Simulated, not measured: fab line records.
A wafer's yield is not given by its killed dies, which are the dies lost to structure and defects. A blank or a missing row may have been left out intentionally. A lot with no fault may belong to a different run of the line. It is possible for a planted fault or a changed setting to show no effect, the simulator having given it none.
fab line records	flow n5_finfet
[record] lots = 24	wafers = 72	last_day = 18
route steps=1938 shown BEOL_M5@1137
lots that met no fault: from a run of the same line without faults
start_h: the number of hours between the record's first day and the start of the first shown wafer of the lot	wait_h: hours since the lot's step before	" same as the row above	L1.1+2: one row covering several wafers at once	- no value, or no start given	* or withheld: withheld	< > ~ a bound
route shown NAME@n: names a module that has steps shown in the file, with the first one's number in the route	usual: average and standard deviation across the fault-free wafers	same: alike in all rows	chamber/n: place in a boat	sites: the reading at each site	_std_site: standard deviation across them	_edge_site: the outer-site mean with the inner-site mean subtracted	radius_mm: how far each site lies from the wafer's centre	mask NAME#n: copy n	behind: the most recent tool/chamber to have shaped the wafer	hold: the reason the lot was held/the length of the hold in hours/how it ended	device: names the non-switching transistor (n, p or np)	end of line: tests of these same wafers at the route's end	a step given without rows: its recipe and nothing more	killed: at the first sort, the dies lost to defects and structure; wafer yield is something else	map: a wafer's dies, x killed, . not, _ none there
set.NAME: the setting that was run; set.NAME@STEP: the one run at that earlier step	model.NAME: the simulator's own value behind a step, which no gauge read
one table for each step of the route and one row for each wafer, over a sample of lots
services: from which hour (start_h, from the record's first day; less than 0 if before it) a tool's chamber was out of use, for how many hours, and why
[[steps]]
[step N5_BEOL_M5_STRIP_19]
[recipe] chemistry = O2	power_w = 400	temp_c = 40	pressure_mtorr = 30	rf_frequency_hz = 6e+07	bias_power_w = 0	overash_fraction = 0.2	o2_flow_sccm = 225
[usual] drypump_motor_current_A = 5.7/0.71	o2_flow_sccm = 224.8/0.71	oes_product_au = 0.76/0.064	rf_vpp_V = 3.7/0.44	showerhead_plenum_p_Torr = 2.08/0.057	throttle_valve_pct = 16.57/0.17
lot.wafer	tool	chamber	start_h	wait_h	drypump_motor_current_A	o2_flow_sccm	oes_product_au	rf_hours_counter_h	rf_vpp_V	showerhead_plenum_p_Torr	throttle_valve_pct
L074.1	rie_diel-04	3	171.96	0.1	6.8	225.1	0.84	58	4.3	2.05	16.53
L074.4	"	1	"	"	4.7	225.9	0.74	-	3.0	2.19	16.53
L074.6	"	2	"	"	6.5	225.6	0.92	-	3.8	2.07	16.41
L075.3	rie_diel-04	0	175.64	0.1	5.4	225.3	0.73	188	2.8	2.18	16.64
L075.4	"	3	"	"	6.8	224.5	0.84	60	4.3	2.05	16.56
L075.5	"	2	"	"	6.5	223.6	0.93	-	3.6	2.07	16.42
L076.3	rie_diel-04	0	180.60	0.1	5.4	224.5	0.72	190	4.4	2.18	16.66
L076.4	"	3	"	"	6.7	224.7	0.84	62	3.6	2.05	16.55
L076.6	"	0	"	"	5.4	225.0	0.72	-	3.4	2.18	16.66
L077.3	rie_diel-01	2	189.42	0.2	5.2	225.8	0.71	163	4.2	2.08	16.31
L077.4	"	0	"	"	5.6	224.3	0.80	125	3.8	2.12	16.77
L077.6	"	1	"	"	4.9	223.6	0.70	-	3.4	1.99	16.70
L078.2	rie_diel-04	1	196.11	0.1	4.7	226.4	0.73	164	3.3	2.18	16.57
L078.4	"	3	"	"	6.7	224.2	0.83	67	3.8	2.04	16.56
L078.6	"	2	"	"	6.5	223.1	0.88	-	4.3	2.07	16.42
L079.1	rie_diel-01	2	205.29	0.5	5.2	224.9	0.72	168	2.4	2.07	16.34
L079.2	"	2	"	"	5.2	225.7	0.71	-	3.5	2.07	16.34
L079.4	"	2	"	"	5.2	224.9	0.71	-	2.7	2.08	16.32
L080.1	rie_diel-01	2	206.63	0.2	5.2	224.3	0.71	169	4.4	2.07	16.35
L080.3	"	2	"	"	5.2	223.2	0.71	-	2.9	2.07	16.36
L080.6	"	2	"	"	5.2	224.6	0.71	-	3.1	2.07	16.34
L081.2	rie_diel-01	2	223.95	0.2	5.2	225.7	0.70	176	4.1	2.07	16.34
L081.4	"	1	"	"	4.9	224.2	0.70	209	4.4	1.98	16.72
L081.6	"	3	"	"	6.4	226.7	0.84	-	4.7	2.05	16.57
L083.1	rie_diel-01	2	246.19	0.1	5.2	225.0	0.70	182	3.6	2.07	16.36
L083.4	"	0	"	"	5.6	225.9	0.79	139	4.1	2.11	16.79
L083.5	"	3	"	"	6.4	225.0	0.84	-	3.7	2.05	16.58
L082.1	rie_diel-04	1	257.96	0.2	4.7	224.4	0.72	181	3.8	2.18	16.60
L082.2	"	0	"	"	5.4	224.2	0.71	210	4.0	2.17	16.68
L082.6	"	3	"	"	6.8	225.1	0.82	-	4.0	2.04	16.60
L085.2	rie_diel-03	2	258.67	0.1	6.6	224.7	0.74	195	3.9	2.01	16.89
L085.4	"	2	"	"	6.6	223.6	0.74	-	3.1	2.01	16.89
L085.5	"	1	"	"	5.3	224.8	0.82	-	4.0	2.13	16.22
L086.1	rie_diel-03	1	266.13	0.1	5.4	224.7	0.81	68	3.4	2.12	16.22
L086.3	"	0	"	"	6.4	224.8	0.79	112	3.6	2.10	16.50
L086.5	"	1	"	"	5.3	224.9	0.82	-	3.5	2.12	16.23
L084.3	rie_diel-01	2	266.55	0.1	5.2	225.3	0.70	188	3.6	2.07	16.37
L084.5	"	3	"	"	6.4	225.1	0.83	-	3.4	2.05	16.59
L084.6	"	0	"	"	5.6	223.8	0.78	-	3.8	2.11	16.81
L087.3	rie_diel-04	2	266.71	0.1	6.5	223.5	0.85	41	3.7	2.06	16.46
L087.4	"	1	"	"	4.7	224.1	0.73	184	2.8	2.18	16.60
L087.6	"	2	"	"	6.5	224.5	0.86	-	4.7	2.06	16.46
L089.4	rie_diel-01	0	289.05	0.1	5.6	224.9	0.78	150	3.9	2.11	16.83
L089.5	"	2	"	"	5.2	224.8	0.70	-	4.3	2.07	16.38
L089.6	"	1	"	"	4.9	224.2	0.69	-	4.2	1.98	16.75
L088.2	rie_diel-01	0	291.92	0.1	5.6	224.3	0.77	151	3.9	2.11	16.84
L088.5	"	1	"	"	4.9	224.5	0.68	-	3.7	1.98	16.76
L088.6	"	2	"	"	5.2	224.5	0.69	-	3.6	2.07	16.37
L091.1	rie_diel-03	0	296.28	0.1	6.4	225.2	0.78	121	3.3	2.10	16.51
L091.2	"	2	"	"	6.6	225.2	0.74	206	4.2	2.01	16.91
L091.3	"	3	"	"	6.4	224.8	0.70	232	3.9	2.04	16.66
L094.1	rie_diel-01	0	299.95	0.1	5.6	224.6	0.77	153	3.4	2.11	16.82
L094.4	"	3	"	"	6.4	225.3	0.82	70	3.5	2.04	16.61
L094.6	"	2	"	"	5.2	224.8	0.69	-	3.7	2.07	16.38
L090.1	rie_diel-01	1	305.73	0.1	4.9	225.0	0.68	231	4.0	1.98	16.75
L090.3	"	0	"	"	5.6	225.6	0.77	154	3.8	2.11	16.82
L090.5	"	3	"	"	6.4	225.4	0.83	-	3.8	2.04	16.61
L093.2	rie_diel-01	2	313.66	0.1	5.2	224.9	0.68	200	3.2	2.06	16.40
L093.5	"	1	"	"	4.9	225.0	0.67	-	3.3	1.98	16.76
L093.6	"	0	"	"	5.6	225.5	0.77	-	3.9	2.11	16.85
L096.2	rie_diel-04	2	317.62	0.1	6.5	225.3	0.84	56	4.2	2.06	16.49
L096.4	"	0	"	"	5.4	225.0	0.70	226	3.9	2.16	16.72
L096.6	"	0	"	"	5.4	224.4	0.70	-	3.1	2.16	16.71
L095.1	rie_diel-04	1	320.78	0.1	4.7	226.2	0.71	197	3.3	2.17	16.62
L095.3	"	0	"	"	5.4	225.1	0.70	226	3.4	2.16	16.71
L095.4	"	2	"	"	6.5	223.7	0.84	57	4.1	2.06	16.48
L092.3	rie_diel-04	2	321.38	0.1	6.5	225.8	0.84	57	3.9	2.06	16.51
L092.5	"	1	"	"	4.7	224.9	0.72	-	3.2	2.17	16.63
L092.6	"	0	"	"	5.4	224.0	0.71	-	3.8	2.16	16.72
L097.1	rie_diel-01	2	331.42	0.1	5.2	226.2	0.69	205	4.3	2.06	16.40
L097.5	"	2	"	"	5.2	224.7	0.69	-	4.0	2.06	16.40
L097.6	"	3	"	"	6.4	225.7	0.82	-	4.3	2.04	16.63
[step N5_BEOL_M5_ETCH_67]
[recipe] chemistry = CF4	target = SiARC	target_depth_a = 156	mask_material = CAR-EUV	time_s = 26	ion_energy_ev = 80	pressure_mtorr = 40	source_w = 545	bias_w = 36	Ar_flow_sccm = 100	cf4_flow_sccm = 100	ends = cleared
[usual] cf4_flow_sccm = 99.93/0.27	drypump_motor_current_A = 5.8/0.71	etch_rf_on_time_s = 26.5/0.69	oes_product_au = 0.64/0.051	rf_vpp_V = 183.8/1	showerhead_plenum_p_Torr = 2.12/0.054	throttle_valve_pct = 15.56/0.18
lot.wafer	tool	chamber	start_h	wait_h	cf4_flow_sccm	drypump_motor_current_A	etch_rf_on_time_s	oes_product_au	rf_hours_counter_h	rf_vpp_V	showerhead_plenum_p_Torr	throttle_valve_pct
L074.1	rie_diel-01	2	174.13	0.0	100.27	5.2	27.2	0.61	157	183.5	2.15	15.39
L074.4	"	1	"	"	99.89	4.8	27.0	0.60	195	181.3	2.04	15.66
L074.6	"	1	"	"	100.23	4.9	27.0	0.59	-	183.3	2.04	15.68
L075.3	rie_diel-03	1	176.72	0.0	99.89	5.3	26.2	0.72	43	183.9	2.18	15.13
L075.4	"	0	"	"	100.12	6.4	27.2	0.68	89	184.2	2.15	15.36
L075.5	"	1	"	"	99.78	5.3	26.0	0.73	-	185.0	2.18	15.12
L076.3	rie_diel-04	3	185.45	0.0	99.67	6.7	26.3	0.71	63	185.1	2.10	15.51
L076.4	"	1	"	"	100.08	4.7	25.8	0.63	161	185.6	2.22	15.45
L076.6	"	2	"	"	99.90	6.5	26.8	0.76	-	183.5	2.09	15.19
L077.3	rie_diel-01	0	190.27	0.0	100.45	5.6	25.2	0.69	125	184.4	2.17	15.77
L077.4	"	1	"	"	100.21	4.9	26.7	0.60	200	182.0	2.04	15.68
L077.6	"	0	"	"	100.18	5.6	25.2	0.69	-	183.8	2.17	15.75
L078.2	rie_diel-01	2	196.67	0.0	99.95	5.2	26.5	0.61	165	184.6	2.14	15.40
L078.4	"	2	"	"	99.77	5.2	27.0	0.61	-	185.7	2.14	15.40
L078.6	"	3	"	"	100.14	6.4	26.3	0.73	-	185.2	2.11	15.53
L079.1	rie_diel-01	2	207.02	0.0	99.72	5.2	27.0	0.61	170	182.7	2.14	15.42
L079.2	"	2	"	"	99.70	5.2	26.9	0.61	-	184.0	2.14	15.41
L079.4	"	2	"	"	99.67	5.2	26.9	0.61	-	184.6	2.14	15.39
L080.1	rie_diel-04	0	207.99	0.0	100.17	5.4	26.8	0.60	197	186.0	2.20	15.54
L080.3	"	1	"	"	99.81	4.7	25.3	0.64	167	185.2	2.21	15.47
L080.6	"	3	"	"	99.64	6.8	26.2	0.70	-	184.4	2.09	15.51
L081.2	rie_diel-03	2	224.85	0.0	99.95	6.6	26.0	0.64	185	182.3	2.04	15.73
L081.4	"	0	"	"	99.87	6.4	27.4	0.66	101	183.8	2.14	15.38
L081.6	"	3	"	"	99.39	6.4	25.5	0.62	-	183.6	2.11	15.70
L083.1	rie_diel-04	3	247.03	0.0	100.47	6.7	26.2	0.69	81	182.8	2.09	15.53
L083.4	"	0	"	"	99.62	5.4	27.0	0.59	208	184.4	2.19	15.54
L083.5	"	3	"	"	99.90	6.8	26.4	0.69	-	183.3	2.09	15.53
L082.1	rie_diel-01	3	259.65	0.0	100.17	6.4	26.3	0.71	61	183.6	2.10	15.56
L082.2	"	2	"	"	99.76	5.2	26.8	0.60	186	183.6	2.14	15.44
L082.6	"	0	"	"	99.92	5.6	25.2	0.68	-	185.0	2.16	15.79
L085.2	rie_diel-04	1	259.98	0.0	99.90	4.7	25.7	0.62	182	185.0	2.21	15.49
L085.4	"	2	"	"	100.40	6.5	26.8	0.72	39	184.6	2.08	15.25
L085.5	"	1	"	"	99.93	4.7	25.7	0.62	-	184.6	2.21	15.49
L086.1	rie_diel-01	3	266.69	0.0	100.25	6.4	26.4	0.71	62	183.3	2.10	15.57
L086.3	"	2	"	"	100.05	5.2	26.8	0.60	188	183.7	2.14	15.45
L086.5	"	1	"	"	99.46	4.9	27.4	0.57	-	182.6	2.03	15.72
L087.3	rie_diel-04	1	267.52	0.0	99.79	4.7	26.0	0.62	184	185.0	2.21	15.50
L087.4	"	3	"	"	99.66	6.7	26.5	0.68	87	184.4	2.09	15.56
L087.6	"	0	"	"	99.84	5.4	27.2	0.59	-	184.1	2.19	15.56
L084.3	rie_diel-04	1	270.32	0.0	100.04	4.7	25.9	0.61	185	184.7	2.21	15.51
L084.5	"	0	"	"	100.00	5.4	26.7	0.59	-	182.1	2.19	15.56
L084.6	"	3	"	"	99.83	6.8	26.2	0.69	-	183.1	2.09	15.56
L089.4	rie_diel-04	2	290.27	0.0	99.56	6.5	27.1	0.70	48	182.0	2.08	15.26
L089.5	"	0	"	"	99.86	5.3	26.8	0.59	-	183.7	2.19	15.56
L089.6	"	3	"	"	99.50	6.7	26.3	0.68	-	184.2	2.09	15.57
L088.2	rie_diel-03	2	293.63	0.0	100.20	6.6	26.1	0.62	205	183.5	2.04	15.77
L088.5	"	3	"	"	100.21	6.4	25.5	0.61	-	183.6	2.10	15.72
L088.6	"	2	"	"	99.81	6.6	26.0	0.63	-	182.6	2.04	15.77
L091.1	rie_diel-03	2	298.00	0.0	99.98	6.6	25.8	0.62	207	182.3	2.04	15.76
L091.2	"	0	"	"	100.09	6.4	27.9	0.65	122	184.1	2.14	15.44
L091.3	"	3	"	"	100.27	6.4	25.3	0.61	233	184.7	2.10	15.72
L094.1	rie_diel-01	0	301.98	0.0	100.34	5.6	25.6	0.66	153	183.2	2.16	15.81
L094.4	"	1	"	"	99.77	4.9	27.7	0.57	230	182.0	2.03	15.73
L094.6	"	2	"	"	99.82	5.2	27.4	0.58	-	183.6	2.13	15.46
L090.1	rie_diel-01	1	307.40	0.0	99.67	4.9	27.3	0.57	232	182.8	2.03	15.74
L090.3	"	2	"	"	100.16	5.2	27.3	0.58	198	184.6	2.13	15.45
L090.5	"	0	"	"	100.53	5.6	25.8	0.66	-	184.6	2.16	15.83
L093.2	rie_diel-01	3	316.05	0.0	100.31	6.4	26.6	0.71	74	182.9	2.10	15.60
L093.5	"	1	"	"	99.65	4.9	27.5	0.57	-	183.7	2.03	15.76
L093.6	"	0	"	"	99.78	5.6	25.5	0.66	-	183.5	2.16	15.84
L096.2	rie_diel-01	2	318.90	0.0	100.63	5.2	27.2	0.58	202	185.0	2.13	15.47
L096.4	"	0	"	"	99.69	5.6	25.9	0.65	158	184.5	2.16	15.84
L096.6	"	3	"	"	99.89	6.4	26.6	0.70	-	183.9	2.10	15.59
L092.3	rie_diel-03	1	322.56	0.0	100.16	5.3	26.2	0.69	80	185.8	2.16	15.19
L092.5	"	3	"	"	99.66	6.4	25.5	0.61	-	182.8	2.10	15.73
L092.6	"	0	"	"	99.72	6.4	27.6	0.65	-	185.2	2.13	15.46
L095.1	rie_diel-01	0	322.83	0.0	99.73	5.6	25.7	0.66	159	184.4	2.16	15.82
L095.3	"	3	"	"	100.34	6.4	26.6	0.69	76	183.0	2.10	15.59
L095.4	"	1	"	"	100.04	4.9	27.8	0.56	236	182.9	2.03	15.76
L097.1	rie_diel-04	0	333.14	0.0	100.42	5.4	26.6	0.59	230	185.1	2.18	15.59
L097.5	"	0	"	"	100.58	5.4	26.9	0.58	-	184.3	2.18	15.59
L097.6	"	1	"	"	99.95	4.7	26.0	0.60	-	185.3	2.20	15.54
[step N5_BEOL_M5_PRE_CLEAN_45]
[recipe] gas = H2/He	time_s = 30	temp_c = 250
[usual] heater_power_w = 338/33
lot.wafer	tool	chamber	start_h	wait_h	heater_power_w
L074.1	pvd_sputter-01	-	175.16	0.0	298
L074.4	"	-	"	"	293
L074.6	"	-	"	"	363
L075.3	pvd_sputter-03	-	180.13	0.0	338
L075.4	"	-	"	"	367
L075.5	"	-	"	"	346
L076.3	pvd_sputter-01	-	188.10	0.0	403
L076.4	"	-	"	"	355
L076.6	"	-	"	"	362
L077.3	pvd_sputter-01	-	191.50	0.0	372
L077.4	"	-	"	"	289
L077.6	"	-	"	"	358
L078.2	pvd_sputter-01	-	197.59	0.0	295
L078.4	"	-	"	"	386
L078.6	"	-	"	"	365
L079.1	pvd_sputter-01	-	208.63	0.0	390
L079.2	"	-	"	"	295
L079.4	"	-	"	"	368
L080.1	pvd_sputter-02	-	208.93	0.0	363
L080.3	"	-	"	"	326
L080.6	"	-	"	"	351
L081.2	pvd_sputter-02	-	227.85	0.0	318
L081.4	"	-	"	"	334
L081.6	"	-	"	"	344
L083.1	pvd_sputter-02	-	248.42	0.0	351
L083.4	"	-	"	"	343
L083.5	"	-	"	"	336
L082.1	pvd_sputter-01	-	260.87	0.0	367
L082.2	"	-	"	"	299
L082.6	"	-	"	"	298
L085.2	pvd_sputter-01	-	260.99	0.0	364
L085.4	"	-	"	"	301
L085.5	"	-	"	"	385
L086.1	pvd_sputter-03	-	267.92	0.0	365
L086.3	"	-	"	"	338
L086.5	"	-	"	"	291
L087.3	pvd_sputter-01	-	270.12	0.0	294
L087.4	"	-	"	"	389
L087.6	"	-	"	"	296
L084.3	pvd_sputter-01	-	273.22	0.0	369
L084.5	"	-	"	"	394
L084.6	"	-	"	"	360
L089.4	pvd_sputter-02	-	291.28	0.0	334
L089.5	"	-	"	"	341
L089.6	"	-	"	"	341
L088.2	pvd_sputter-01	-	295.13	0.0	383
L088.5	"	-	"	"	297
L088.6	"	-	"	"	388
L091.1	pvd_sputter-02	-	299.74	0.0	341
L091.2	"	-	"	"	350
L091.3	"	-	"	"	362
L094.1	pvd_sputter-03	-	303.31	0.0	335
L094.4	"	-	"	"	285
L094.6	"	-	"	"	340
L090.1	pvd_sputter-03	-	308.39	0.0	366
L090.3	"	-	"	"	344
L090.5	"	-	"	"	337
L093.2	pvd_sputter-02	-	317.20	0.0	329
L093.5	"	-	"	"	344
L093.6	"	-	"	"	369
L096.2	pvd_sputter-01	-	319.85	0.0	367
L096.4	"	-	"	"	395
L096.6	"	-	"	"	301
L092.3	pvd_sputter-01	-	323.84	0.0	388
L092.5	"	-	"	"	298
L092.6	"	-	"	"	388
L095.1	pvd_sputter-03	-	325.18	0.0	345
L095.3	"	-	"	"	360
L095.4	"	-	"	"	297
L097.1	pvd_sputter-03	-	334.29	0.0	289
L097.5	"	-	"	"	356
L097.6	"	-	"	"	337
[step N5_BEOL_M5_SPUTTER_81]
[recipe] material = Cu	target_thk_a = 150	temp_c = -20	chamber_pressure_pa = 0.07	power_w = withheld	time_s = 27.62
[usual] chuck_sensor_temp_C = -16.0/0.44	throttle_valve_pct = 30.2/1.1
lot.wafer	tool	chamber	start_h	wait_h	chuck_sensor_temp_C	throttle_valve_pct
L074.1	pvd_sputter-02	-	177.05	0.5	-16.0	28.5
L074.4	"	-	"	"	-16.4	29.6
L074.6	"	-	"	"	-16.5	29.9
L075.3	pvd_sputter-02	-	181.90	0.5	-16.4	31.9
L075.4	"	-	"	"	-16.6	29.9
L075.5	"	-	"	"	-16.1	28.4
L076.3	pvd_sputter-02	-	189.74	0.5	-15.5	30.1
L076.4	"	-	"	"	-16.0	28.5
L076.6	"	-	"	"	-15.6	30.0
L077.3	pvd_sputter-01	-	193.42	0.5	-15.2	29.8
L077.4	"	-	"	"	-16.2	29.7
L077.6	"	-	"	"	-15.6	31.8
L078.2	pvd_sputter-03	-	201.40	0.5	-15.8	30.0
L078.4	"	-	"	"	-15.7	30.2
L078.6	"	-	"	"	-16.3	28.6
L079.1	pvd_sputter-02	-	210.34	0.5	-16.2	31.5
L079.2	"	-	"	"	-16.0	28.4
L079.4	"	-	"	"	-15.5	30.1
L081.2	pvd_sputter-02	-	229.59	0.5	-15.6	30.3
L081.4	"	-	"	"	-16.4	29.7
L081.6	"	-	"	"	-15.4	30.2
L080.1	pvd_sputter-01	-	246.68	34.9	-16.2	29.4
L080.3	"	-	"	"	-15.1	30.1
L080.6	"	-	"	"	-15.4	30.0
L083.1	pvd_sputter-03	-	250.80	0.5	-15.6	30.2
L083.4	"	-	"	"	-16.1	31.3
L083.5	"	-	"	"	-15.9	30.2
L082.1	pvd_sputter-03	-	262.57	0.5	-15.8	31.1
L082.2	"	-	"	"	-15.6	30.4
L082.6	"	-	"	"	-15.5	30.4
L085.2	pvd_sputter-02	-	263.80	1.6	-15.6	30.2
L085.4	"	-	"	"	-16.3	31.4
L085.5	"	-	"	"	-16.3	31.8
L086.1	pvd_sputter-02	-	271.00	0.5	-15.5	30.4
L086.3	"	-	"	"	-16.3	31.8
L086.5	"	-	"	"	-16.4	29.8
L087.3	pvd_sputter-03	-	271.84	0.5	-16.5	28.7
L087.4	"	-	"	"	-16.0	30.1
L087.6	"	-	"	"	-15.8	31.2
L084.3	pvd_sputter-01	-	275.31	0.5	-16.5	29.6
L084.5	"	-	"	"	-15.6	31.7
L084.6	"	-	"	"	-16.7	30.0
L089.4	pvd_sputter-03	-	293.10	0.5	-16.1	31.5
L089.5	"	-	"	"	-15.7	31.2
L089.6	"	-	"	"	-16.6	28.8
L088.2	pvd_sputter-01	-	296.83	0.5	-15.3	30.1
L088.5	"	-	"	"	-16.7	30.1
L088.6	"	-	"	"	-15.5	31.9
L091.1	pvd_sputter-01	-	301.52	0.5	-16.8	29.7
L091.2	"	-	"	"	-16.3	29.7
L091.3	"	-	"	"	-15.4	31.6
L094.1	pvd_sputter-02	-	305.13	0.5	-15.6	30.1
L094.4	"	-	"	"	-16.6	29.9
L094.6	"	-	"	"	-16.5	29.7
L090.1	pvd_sputter-01	-	310.14	0.5	-16.7	29.7
L090.3	"	-	"	"	-16.2	29.6
L090.5	"	-	"	"	-15.3	29.9
L093.2	pvd_sputter-03	-	319.06	0.5	-16.0	30.3
L093.5	"	-	"	"	-15.8	31.5
L093.6	"	-	"	"	-16.4	28.5
L096.2	pvd_sputter-02	-	321.75	0.5	-16.0	28.3
L096.4	"	-	"	"	-15.5	29.9
L096.6	"	-	"	"	-16.6	29.8
L092.3	pvd_sputter-02	-	326.46	0.5	-15.5	30.3
L092.5	"	-	"	"	-15.5	30.2
L092.6	"	-	"	"	-16.3	31.9
L095.1	pvd_sputter-03	-	327.18	0.5	-15.9	30.1
L095.3	"	-	"	"	-16.5	28.7
L095.4	"	-	"	"	-15.5	30.0
L097.1	pvd_sputter-01	-	336.21	0.5	-16.3	29.8
L097.5	"	-	"	"	-15.4	30.2
L097.6	"	-	"	"	-16.3	29.8
[step N5_BEOL_M5_SPUTTER_88]
[recipe] material = Cu	target_thk_a = 150	temp_c = -20	chamber_pressure_pa = 0.07	power_w = withheld	time_s = 27.62
[usual] chuck_sensor_temp_C = -16.0/0.43	throttle_valve_pct = 30.2/1.1
lot.wafer	tool	chamber	start_h	wait_h	chuck_sensor_temp_C	throttle_valve_pct
L074.1	pvd_sputter-02	-	179.22	0.5	-15.9	28.4
L074.4	"	-	"	"	-16.7	29.7
L074.6	"	-	"	"	-16.5	29.9
L075.3	pvd_sputter-02	-	184.07	0.5	-16.4	31.5
L075.4	"	-	"	"	-16.6	29.7
L075.5	"	-	"	"	-15.8	28.3
L076.3	pvd_sputter-02	-	191.91	0.5	-15.6	30.1
L076.4	"	-	"	"	-15.9	28.4
L076.6	"	-	"	"	-15.6	30.2
L077.3	pvd_sputter-01	-	195.59	0.5	-15.5	30.2
L077.4	"	-	"	"	-16.2	29.6
L077.6	"	-	"	"	-15.6	31.9
L078.2	pvd_sputter-03	-	203.57	0.5	-15.9	30.1
L078.4	"	-	"	"	-15.4	30.5
L078.6	"	-	"	"	-16.3	28.5
L079.1	pvd_sputter-02	-	212.51	0.5	-16.5	31.7
L079.2	"	-	"	"	-15.8	28.1
L079.4	"	-	"	"	-15.6	30.1
L081.2	pvd_sputter-02	-	231.77	0.5	-15.6	30.0
L081.4	"	-	"	"	-16.6	29.8
L081.6	"	-	"	"	-15.5	30.2
L080.1	pvd_sputter-01	-	248.86	0.5	-16.3	29.7
L080.3	"	-	"	"	-15.4	30.3
L080.6	"	-	"	"	-15.3	30.1
L083.1	pvd_sputter-03	-	252.97	0.5	-15.3	30.4
L083.4	"	-	"	"	-15.9	31.3
L083.5	"	-	"	"	-16.0	30.0
L082.1	pvd_sputter-03	-	264.74	0.5	-15.8	31.7
L082.2	"	-	"	"	-15.6	30.3
L082.6	"	-	"	"	-15.5	30.3
L085.2	pvd_sputter-02	-	265.97	0.5	-15.6	30.0
L085.4	"	-	"	"	-16.4	31.8
L085.5	"	-	"	"	-16.4	32.0
L086.1	pvd_sputter-02	-	273.18	0.5	-15.5	30.0
L086.3	"	-	"	"	-16.2	31.6
L086.5	"	-	"	"	-16.3	29.9
L087.3	pvd_sputter-03	-	274.02	0.5	-16.4	28.5
L087.4	"	-	"	"	-16.1	30.1
L087.6	"	-	"	"	-15.8	31.3
L084.3	pvd_sputter-01	-	277.48	0.5	-16.1	29.7
L084.5	"	-	"	"	-15.7	31.8
L084.6	"	-	"	"	-16.5	30.0
L089.4	pvd_sputter-03	-	295.27	0.5	-16.0	31.4
L089.5	"	-	"	"	-15.7	31.5
L089.6	"	-	"	"	-16.5	28.8
L088.2	pvd_sputter-01	-	299.01	0.5	-15.3	30.2
L088.5	"	-	"	"	-16.6	29.9
L088.6	"	-	"	"	-15.7	31.7
L091.1	pvd_sputter-01	-	303.69	0.5	-16.6	29.9
L091.2	"	-	"	"	-16.5	29.7
L091.3	"	-	"	"	-15.7	32.0
L094.1	pvd_sputter-02	-	307.30	0.5	-15.7	30.2
L094.4	"	-	"	"	-16.5	30.0
L094.6	"	-	"	"	-16.6	29.5
L090.1	pvd_sputter-01	-	312.31	0.5	-16.7	30.0
L090.3	"	-	"	"	-16.1	29.7
L090.5	"	-	"	"	-15.2	30.3
L093.2	pvd_sputter-03	-	321.23	0.5	-15.7	30.3
L093.5	"	-	"	"	-15.8	31.0
L093.6	"	-	"	"	-16.4	28.3
L096.2	pvd_sputter-02	-	323.92	0.5	-16.0	28.4
L096.4	"	-	"	"	-15.5	29.9
L096.6	"	-	"	"	-16.6	29.8
L092.3	pvd_sputter-02	-	328.63	0.5	-15.6	29.8
L092.5	"	-	"	"	-15.5	30.2
L092.6	"	-	"	"	-16.2	31.7
L095.1	pvd_sputter-03	-	329.36	0.5	-15.9	30.3
L095.3	"	-	"	"	-16.3	28.9
L095.4	"	-	"	"	-15.5	30.5
L097.1	pvd_sputter-01	-	338.38	0.5	-16.3	29.8
L097.5	"	-	"	"	-15.2	30.0
L097.6	"	-	"	"	-16.1	29.8
[step N5_BEOL_M5_INSPECT_58]
[recipe] inspect_instrument = darkfield	mode = post_dep
[usual] raw_defect_count = 69/20
lot.wafer	tool	chamber	start_h	wait_h	raw_defect_count
L074.1	defect_inspect-01	-	181.55	0.0	69
L074.4	"	-	"	"	35
L074.6	"	-	"	"	40
L075.3	defect_inspect-01	-	186.56	0.0	68
L075.4	"	-	"	"	59
L075.5	"	-	"	"	54
L076.3	defect_inspect-01	-	194.08	0.0	46
L076.4	"	-	"	"	65
L076.6	"	-	"	"	104
L077.3	defect_inspect-01	-	197.92	0.0	105
L077.4	"	-	"	"	101
L077.6	"	-	"	"	103
L078.2	defect_inspect-01	-	205.88	0.0	50
L078.4	"	-	"	"	91
L078.6	"	-	"	"	61
L079.1	defect_inspect-01	-	214.75	0.0	51
L079.2	"	-	"	"	84
L079.4	"	-	"	"	49
L081.2	defect_inspect-01	-	234.00	0.0	85
L081.4	"	-	"	"	94
L081.6	"	-	"	"	62
L080.1	defect_inspect-01	-	251.02	0.0	94
L080.3	"	-	"	"	64
L080.6	"	-	"	"	59
L083.1	defect_inspect-01	-	255.15	0.0	80
L083.4	"	-	"	"	98
L083.5	"	-	"	"	64
L082.1	defect_inspect-01	-	266.95	0.0	70
L082.2	"	-	"	"	84
L082.6	"	-	"	"	70
L085.2	defect_inspect-02	-	268.46	0.0	61
L085.4	"	-	"	"	49
L085.5	"	-	"	"	65
L086.1	defect_inspect-02	-	275.34	0.0	55
L086.3	"	-	"	"	63
L086.5	"	-	"	"	47
L087.3	defect_inspect-01	-	276.25	0.0	84
L087.4	"	-	"	"	75
L087.6	"	-	"	"	102
L084.3	defect_inspect-01	-	279.65	0.0	91
L084.5	"	-	"	"	61
L084.6	"	-	"	"	48
L089.4	defect_inspect-02	-	297.46	0.0	79
L089.5	"	-	"	"	60
L089.6	"	-	"	"	59
L088.2	defect_inspect-02	-	301.41	0.0	33
L088.5	"	-	"	"	47
L088.6	"	-	"	"	60
L091.1	defect_inspect-02	-	306.38	0.0	62
L091.2	"	-	"	"	60
L091.3	"	-	"	"	40
L094.1	defect_inspect-01	-	309.47	0.0	41
L094.4	"	-	"	"	55
L094.6	"	-	"	"	34
L090.1	defect_inspect-02	-	314.50	0.0	51
L090.3	"	-	"	"	42
L090.5	"	-	"	"	71
L093.2	defect_inspect-02	-	323.40	0.0	62
L093.5	"	-	"	"	61
L093.6	"	-	"	"	74
L096.2	defect_inspect-02	-	326.09	0.0	83
L096.4	"	-	"	"	68
L096.6	"	-	"	"	71
L092.3	defect_inspect-02	-	331.02	0.0	101
L092.5	"	-	"	"	88
L092.6	"	-	"	"	116
L095.1	defect_inspect-02	-	334.05	0.0	54
L095.3	"	-	"	"	39
L095.4	"	-	"	"	59
L097.1	defect_inspect-02	-	340.61	0.0	43
L097.5	"	-	"	"	54
L097.6	"	-	"	"	94
[[services]]
tool	chamber	start_h	hours	kind
rie_diel-04	3	157.82	7.7	repair
rie_diel-01	3	159.74	5.1	repair
rie_diel-04	0	164.51	10.8	repair
rie_diel-01	0	192.03	15.2	repair
pvd_sputter-02	-	197.53	7.5	repair
rie_diel-01	3	199.51	13.7	repair
rie_diel-01	1	203.97	4.9	repair
rie_diel-01	3	233.71	4.6	repair
rie_diel-03	-	247.81	0.9	repair
rie_diel-03	1	292.57	11.4	repair
rie_diel-04	-	307.34	1.1	repair
rie_diel-03	3	329.30	4.3	repair
rie_diel-04	3	332.64	7.5	repair
rie_diel-04	0	334.08	6.7	repair
[[key]]
fault none
